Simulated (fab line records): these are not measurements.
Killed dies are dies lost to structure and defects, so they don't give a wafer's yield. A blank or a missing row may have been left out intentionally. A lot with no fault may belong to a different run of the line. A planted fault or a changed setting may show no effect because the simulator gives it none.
Chamber matching	flow n5_finfet	4 sister chambers for N5_BEOL_M8_CMP_52 on cmp-02
The step polishes, stops on SiCOH lowk, t overpolish 6.9 s, target thk 80 nm. 4 wafers are shown with their chamber, then 7 later ones without.

EACH WAFER AND ITS CHAMBER
wafer	chamber	motor_current_A (A)
L085.2	0	6.3
L085.6	3	7.3
L087.4	2	5.5
L087.5	1	5.2

WAFERS MISSING THEIR CHAMBER
wafer	motor_current_A (A)
L087.6	6.1
L089.1	5.7
L089.3	7.5
L089.5	5.8
L090.2	6.2
L090.3	7.3
L090.4	5.4

WHICH CHAMBER EACH WENT THROUGH
wafer	from the rows above	in truth
L087.6	0	0
L089.1	can't be placed: 2 or 1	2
L089.3	3	3
L089.5	can't be placed: 2 or 0 or 1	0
L090.2	0	0
L090.3	3	3
L090.4	can't be placed: 2 or 1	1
Correct placement for 4 of the 7. Cannot be placed on the basis of these rows: 3; the candidates contain the true chamber in 3. Placed wrongly: 0.
How it was worked out, from the rows above alone: a wafer's distance from a chamber is the root of the sum, over the readings, of the square of ((its reading less the chamber's mean) divided by the reading's scatter). If the next closest chamber is less than 2 further off than the closest, the wafer can't be placed; otherwise it belongs to the closest. Each chamber's mean is taken over the wafers shown for it. The scatter: with one shown wafer a chamber, the root of the mean of the squares of how far each hidden wafer lies from its nearest shown one.
